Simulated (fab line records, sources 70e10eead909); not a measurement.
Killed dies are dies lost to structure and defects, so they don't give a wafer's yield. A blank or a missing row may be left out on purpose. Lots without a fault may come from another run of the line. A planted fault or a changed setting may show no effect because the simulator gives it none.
fab line records | flow nand_harc
record lots=13 wafers=37 last_day=24
route steps=1159 shown A_SLIT@792 A_WL_FILL@814 END@1159
lots that met no fault: from a run of the same line without faults
start_h: hours from the record's first day to the start of the lot's first wafer shown | wait_h: hours since the lot's step before | " the same as in the row above | L1.1+2: a row that stands for several wafers | - no value, or no start given | * or withheld: withheld | < > ~ a bound
route shown NAME@n: a module of which the file shows steps, and the number in the route of the first | usual: mean/standard deviation of fault-free wafers | same: alike in all rows | chamber/n: place in a boat | sites: the reading at each site | _std_site: their standard deviation | _edge_site: outer sites' mean less inner sites' | radius_mm: how far each site lies from the wafer's centre | mask NAME#n: copy n | behind: the tool/chamber that last shaped the wafer | hold: why the lot was held/for how many hours/how that ended | device: the transistor (n, p or np) that didn't switch | end of line: the same wafers' tests at the end of the route | a step without rows: its recipe alone | killed: dies lost to structure and defects at the first sort, not the wafer's yield | map: a wafer's dies, x killed, . not, _ none there
set.NAME: the setting as run; set.NAME@STEP: as run at that earlier step | model.NAME: the simulator's own value behind a step, which no gauge read
steps of the route over a sample of lots; a table a step, a row a wafer
services: from which hour (start_h, from the record's first day; less than 0 if before it) a tool's chamber was out of use, for how many hours, and why
## steps
# step NHARC_A_SLIT_INSPECT_11
# usual raw_defect_count=19/9.6
# columns lot.wafer tool chamber start_h wait_h raw_defect_count
L904.1 defect_inspect-02 - 324.21 0.0 11
L904.5 " - " " 8
L904.6 " - " " 7
L906.1 defect_inspect-02 - 324.36 0.0 7
L906.2 " - " " 10
L906.4 " - " " 10
L905.2 defect_inspect-01 - 324.53 0.0 22
L905.3 " - " " 27
L905.4 " - " " 24
L908.3 defect_inspect-01 - 333.69 0.0 29
L908.5 " - " " 27
L908.6 " - " " 11
L909.2 defect_inspect-01 - 334.30 0.0 15
L909.3 " - " " 12
L909.6 " - " " 21
L907.2 defect_inspect-01 - 334.52 0.0 7
L907.3 " - " " 11
L907.5 " - " " 8
L910.1 defect_inspect-02 - 347.26 0.0 28
L910.2 " - " " 38
L910.6 " - " " 18
L912.3 defect_inspect-01 - 347.44 0.0 13
L912.4 " - " " 13
L912.6 " - " " 9
L911.2 defect_inspect-02 - 362.69 0.0 35
L911.3 " - " " 27
L911.5 " - " " 29
L917.2 defect_inspect-01 - 393.52 0.0 26
L917.3 " - " " 21
L917.4 " - " " 29
L920.5 defect_inspect-02 - 416.42 0.0 12
L920.6 " - " " 20
L923.5 defect_inspect-01 - 423.52 0.0 16
L923.6 " - " " 10
L927.2 defect_inspect-02 - 463.49 0.0 13
L927.3 " - " " 18
L927.5 " - " " 22
# step NHARC_A_SLIT_STRIP_18
# recipe o2_flow_sccm=500 ar_flow_sccm=0 bias_w=0 chemistry=O2
# usual drypump_motor_current_A=5.7/0.39 oes_product_au=0.999/0.012 rf_vpp_V=58.0/0.96 showerhead_plenum_p_Torr=3.58/0.13 throttle_valve_pct=17.037/0.0086
# columns lot.wafer tool chamber start_h wait_h drypump_motor_current_A oes_product_au rf_hours_counter_h rf_vpp_V showerhead_plenum_p_Torr throttle_valve_pct
L906.4 rie_diel-03 1 - - 5.6 1.010 8 57.5 3.76 17.037
L906.1 " 3 " " 5.8 0.968 9 59.2 3.63 17.031
L906.2 " 0 " " 5.5 0.972 8 55.5 3.66 17.047
L904.1 rie_diel-01 1 - - 6.3 1.006 1 57.7 3.55 17.038
L904.5 " 2 " " 5.2 1.001 - 57.4 3.78 17.039
L904.6 " 3 " " 5.9 1.006 - 58.7 3.67 17.035
L905.3 rie_diel-01 3 - - 5.9 1.006 1 59.8 3.67 17.038
L905.2 " 2 " " 5.2 1.011 1 58.7 3.78 17.035
L905.4 " 3 " " 5.9 1.013 - 58.1 3.67 17.044
L908.3 rie_diel-01 3 - - 5.9 1.008 2 58.4 3.67 17.025
L908.6 " 3 " " 6.0 1.025 - 59.1 3.67 17.033
L908.5 " 0 " " 6.0 0.981 - 55.7 3.34 17.038
L909.3 rie_diel-03 3 - - 5.8 0.982 10 58.0 3.63 17.015
L909.2 " 2 " " 5.9 1.010 10 56.9 3.59 17.039
L909.6 " 0 " " 5.5 0.982 - 59.0 3.66 17.043
L907.3 rie_diel-02 3 - - 4.8 1.005 0 57.4 3.48 17.029
L907.2 " 2 " " 5.6 0.996 0 57.7 3.40 17.044
L907.5 " 3 " " 4.8 1.001 - 58.3 3.48 17.034
L910.2 rie_diel-02 1 - - 6.1 1.006 1 57.5 3.47 17.019
L910.1 " 2 " " 5.7 0.995 1 58.8 3.40 17.042
L910.6 " 1 " " 6.1 1.009 - 58.8 3.47 17.024
L912.3 rie_diel-03 3 - - 5.8 0.970 10 57.3 3.63 17.024
L912.4 " 0 " " 5.5 0.970 11 59.9 3.66 17.034
L912.6 " 3 " " 5.8 0.978 - 58.8 3.63 17.038
L911.2 rie_diel-03 0 - - 5.5 0.983 11 59.4 3.66 17.043
L911.3 " 1 " " 5.6 1.014 11 57.8 3.75 17.052
L911.5 " 0 " " 5.4 0.967 - 59.5 3.66 17.048
L917.2 rie_diel-01 0 - - 6.0 0.998 4 58.0 3.33 17.030
L917.3 " 2 " " 5.2 1.008 7 56.4 3.77 17.033
L917.4 " 3 " " 5.9 1.003 6 57.4 3.67 17.037
L920.5 rie_diel-01 1 - - 6.3 1.006 - 57.1 3.54 17.045
L920.6 " 2 " " 5.2 1.007 - 58.9 3.77 17.036
L923.5 rie_diel-02 0 - - 5.7 1.010 - 58.8 3.69 17.026
L923.6 " 1 " " 6.1 0.996 - 59.0 3.46 17.039
L927.2 rie_diel-03 1 - - 5.6 1.014 4 59.2 3.75 17.038
L927.3 " 3 " " 5.8 0.998 4 58.4 3.63 17.033
L927.5 " 2 " " 5.9 0.988 - 61.0 3.58 17.025
# step NHARC_A_WL_FILL_ETCHBACK_04
# recipe target_depth_a=600 time_s=120 chemistry=NF3
# usual drypump_motor_current_A=5.60/0.17 oes_product_au=1.001/0.011 run_length_s=141.6/0.5
# columns lot.wafer tool chamber start_h wait_h drypump_motor_current_A oes_product_au rf_hours_counter_h run_length_s
L906.1 rie_metal-03 1 340.19 2.4 5.65 1.008 1.6 141.9
L906.2 " 0 " " 5.48 1.009 1.6 141.7
L906.4 " 1 " " 5.61 0.998 - 141.9
L904.1 rie_metal-03 0 340.66 2.9 5.47 1.007 1.9 142.6
L904.5 " 0 " " 5.49 1.000 - 141.9
L904.6 " 1 " " 5.61 0.984 - 142.0
L905.2 rie_metal-02 1 343.05 2.9 5.33 1.006 4.1 141.5
L905.4 " 0 " " 5.61 1.002 - 142.0
L905.3 " 1 " " 5.32 0.991 - 141.2
L909.2 rie_metal-01 1 358.21 2.4 5.80 1.006 0.5 141.1
L909.3 " 1 " " 5.80 1.018 - 140.8
L909.6 " 0 " " 5.80 1.003 - 140.8
L908.3 rie_metal-03 1 360.64 2.0 5.62 0.979 - 141.8
L908.6 " 0 " " 5.50 1.011 - 141.7
L908.5 " 1 " " 5.64 0.992 - 142.0
L907.2 rie_metal-01 0 361.08 2.4 5.80 1.001 0.7 141.5
L907.3 " 0 " " 5.80 0.992 - 140.9
L907.5 " 1 " " 5.83 0.993 - 141.1
L912.4 rie_metal-03 1 368.29 2.0 5.65 0.981 - 141.9
L912.3 " 0 " " 5.53 1.011 - 141.8
L912.6 " 0 " " 5.49 1.019 - 142.0
L910.2 rie_metal-02 0 371.03 2.8 5.61 1.002 4.4 142.0
L910.1 " 1 " " 5.31 0.990 5.3 141.2
L910.6 " 1 " " 5.31 0.994 - 141.1
L911.2 rie_metal-02 0 378.18 2.9 5.60 0.995 4.6 142.1
L911.3 " 1 " " 5.32 0.985 - 141.3
L911.5 " 1 " " 5.31 0.982 - 141.4
L917.2 rie_metal-02 1 409.18 2.9 5.30 1.014 0.3 141.5
L917.3 " 0 " " 5.63 0.989 - 142.1
L917.4 " 1 " " 5.30 0.997 - 141.3
L920.5 rie_metal-03 0 436.62 0.6 5.49 1.021 - 96.8
L920.6 " 1 " " 5.57 0.988 - 141.8
L923.6 rie_metal-03 1 443.61 1.1 5.58 0.990 - 142.3
L923.5 " 0 " " 5.46 1.015 - 96.7
L927.2 rie_metal-01 0 484.00 2.4 5.85 0.997 4.1 141.1
L927.3 " 1 " " 5.80 1.022 - 140.9
L927.5 " 1 " " 5.79 1.029 - 141.3
# step NHARC_A_WL_FILL_ETCHBACK_05
# recipe target_depth_a=220 time_s=60 temp_c=40 chemistry=Cl2/BCl3
# usual drypump_motor_current_A=5.59/0.17 oes_product_au=1.001/0.011 run_length_s=81.6/0.51
# same time_s=60
# columns lot.wafer tool chamber start_h wait_h drypump_motor_current_A oes_product_au rf_hours_counter_h run_length_s
L906.1 rie_metal-03 1 340.43 0.2 5.59 0.982 1.8 81.9
L906.2 " 0 " " 5.45 1.000 1.8 82.3
L906.4 " 1 " " 5.62 0.983 - 81.9
L904.1 rie_metal-03 1 340.90 0.2 5.65 0.992 2.0 81.9
L904.5 " 1 " " 5.65 0.989 - 81.9
L904.6 " 0 " " 5.48 1.003 - 82.0
L905.2 rie_metal-02 1 343.27 0.2 5.30 0.997 4.3 81.2
L905.3 " 0 " " 5.62 0.997 - 81.9
L905.4 " 1 " " 5.28 1.001 - 81.6
L909.2 rie_metal-01 0 358.47 0.2 5.81 0.998 0.6 81.2
L909.3 " 1 " " 5.79 1.008 - 80.7
L909.6 " 1 " " 5.76 0.996 - 81.0
L908.3 rie_metal-03 0 360.81 0.1 5.44 1.020 - 81.8
L908.5 " 0 " " 5.51 1.012 - 81.7
L908.6 " 1 " " 5.61 0.979 - 81.8
L907.2 rie_metal-01 1 361.33 0.2 5.80 1.001 0.9 81.0
L907.3 " 0 " " 5.82 1.001 - 81.1
L907.5 " 1 " " 5.78 0.998 - 80.8
L912.4 rie_metal-03 1 368.49 0.2 5.64 0.980 - 82.2
L912.3 " 0 " " 5.48 1.005 - 81.8
L912.6 " 0 " " 5.47 1.010 - 81.8
L910.1 rie_metal-02 0 371.27 0.2 5.58 0.996 4.5 81.8
L910.2 " 1 " " 5.27 0.994 5.4 81.3
L910.6 " 0 " " 5.60 0.990 - 82.2
L911.2 rie_metal-02 0 378.39 0.2 5.62 0.997 4.7 82.3
L911.3 " 1 " " 5.28 0.997 - 81.2
L911.5 " 0 " " 5.63 1.005 - 82.4
L917.2 rie_metal-02 1 409.39 0.2 5.30 1.015 0.4 81.3
L917.3 " 1 " " 5.28 1.013 - 81.4
L917.4 " 0 " " 5.64 1.011 - 82.0
L920.5 rie_metal-03 1 436.78 0.1 5.62 0.983 - 81.9
L920.6 " 0 " " 5.47 1.010 - 82.0
L923.6 rie_metal-03 0 443.76 0.1 5.44 1.009 - 81.7
L923.5 " 1 " " 5.58 0.985 - 82.4
L927.2 rie_metal-01 0 484.21 0.2 5.80 0.992 4.3 81.2
L927.3 " 1 " " 5.81 1.015 - 81.4
L927.5 " 0 " " 5.81 1.000 - 81.6
# step NHARC_END_SORT_01
# recipe temp_c=25
# usual killed_at_array=24/8.4 killed_at_other=0.7/1.1 killed_at_periphery=2.9/1.7 killed_dies=27/8.6 killed_open=3.3/1.8 killed_short=1.8/1.4
# same gross_dies=677
# columns lot.wafer tool chamber start_h wait_h killed_at_array killed_at_other killed_at_periphery killed_dies killed_open killed_short
L920.5 prober-02 0 541.55 3.7 673 1 1 675 2 1
L920.6 prober-02 0 542.35 4.0 21 0 3 24 4 1
L923.5 prober-01 0 552.61 3.7 674 1 2 677 3 2
L923.6 prober-01 0 553.42 4.0 21 0 4 25 4 0
# killed by level:class
L920.5 A_WL_FILL:area_etchback=636 A_SLIT:chamber_film_flake=20 A_STAIRCASE:chamber_film_flake=5 A_CHANNEL_HOLE_D1:chamber_film_flake=4 A_CONTACT:chamber_film_flake=4 A_CONTACT:geometric_particle:open=1 A_CONTACT:geometric_particle:short=1 A_BLC:geometric_particle:open=1
L920.6 A_SLIT:chamber_film_flake=7 A_CHANNEL_HOLE_D1:chamber_film_flake=4 A_STAIRCASE:chamber_film_flake=4 A_CONTACT:chamber_film_flake=2 P_M0:geometric_particle:open=1 P_M1:geometric_particle:open=1 A_ONON_D1:geometric_particle:open=1 A_CHANNEL_FILL_D1:geometric_particle:open=1
L923.5 A_WL_FILL:area_etchback=640 A_SLIT:chamber_film_flake=16 A_CHANNEL_HOLE_D1:chamber_film_flake=8 A_CONTACT:chamber_film_flake=5 A_CONTACT:geometric_particle:open=2 A_STAIRCASE:chamber_film_flake=2 P_M0:geometric_particle:short=1 A_M0:geometric_particle:open=1
L923.6 A_CHANNEL_HOLE_D1:chamber_film_flake=7 A_CONTACT:chamber_film_flake=6 A_SLIT:chamber_film_flake=5 P_M0:chamber_film_flake=2 P_M1:geometric_particle:open=1 A_SGD_CUT:geometric_particle:open=1 A_CONTACT:geometric_particle:open=1 A_BLC:geometric_particle:open=1
## services
# columns tool chamber start_h hours kind
rie_diel-01 0 303.49 28.0 repair
rie_diel-03 2 312.41 6.7 repair
rie_diel-01 - 314.87 9.0 pm
rie_diel-02 2 324.44 2.0 repair
rie_diel-02 - 327.97 9.0 pm
rie_diel-03 3 331.94 9.1 repair
rie_metal-01 - 332.00 9.0 pm
rie_diel-02 1 365.41 3.8 repair
rie_diel-02 - 368.12 0.2 repair
rie_diel-03 3 385.29 3.2 repair
rie_metal-02 - 388.00 9.0 pm
rie_metal-02 0 388.00 9.0 vent_cycle
rie_metal-02 1 388.00 9.0 vent_cycle
rie_diel-03 3 391.38 6.3 repair
rie_diel-03 - 392.30 9.0 pm
rie_diel-03 - 409.96 2.4 repair
rie_metal-03 - 453.00 9.0 pm
rie_metal-03 0 453.00 9.0 vent_cycle
rie_metal-03 1 453.00 9.0 vent_cycle
rie_metal-02 0 459.71 7.2 repair
rie_metal-03 0 462.00 - clean
rie_metal-03 1 462.00 - clean
rie_diel-03 - 467.09 0.6 repair
rie_diel-02 - 484.05 3.1 repair
## key
first_sign step=NHARC_A_WL_FILL_ETCHBACK_04 reading=run_length_s direction=down sigmas=90 usual=* struck=*
effect step=NHARC_END_SORT_01 reading=killed_at_array direction=up sigmas=77 usual=24 struck=674
more_kills_born_at NHARC_A_WL_FILL_ETCHBACK_04@rie_metal-03=1276
met_at NHARC_A_WL_FILL_ETCHBACK_04
struck_lots L920,L923
struck_wafers L920.5,L923.5
later_rows_left_out L920.5,L923.5
tester_left_out L920,L923
not_acting_at NHARC_A_SLIT_INSPECT_11,NHARC_A_SLIT_STRIP_18,NHARC_A_WL_FILL_ETCHBACK_05
onset_between 368.29 436.62
fault kind=process_parameter_drift tool=rie_metal-03 chamber=- onset_h=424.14 steps=NHARC_A_WL_FILL_ETCHBACK_04 channel=time_s offset=* shape=step end_h=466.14 scope=struck_wafers_only acts_in=* stated=*
# tester_left_out: of these lots the tester's yield and bins aren't shown, on N5 and GAA mostly nor the transistor test; their killed dies are dies lost to structure and defects alone, not to doping, threshold or leakage, so they don't give the yield
# later_rows_left_out: the simulator's readings of these wafers behind a module that went badly wrong aren't trusted and aren't shown, but for the sort
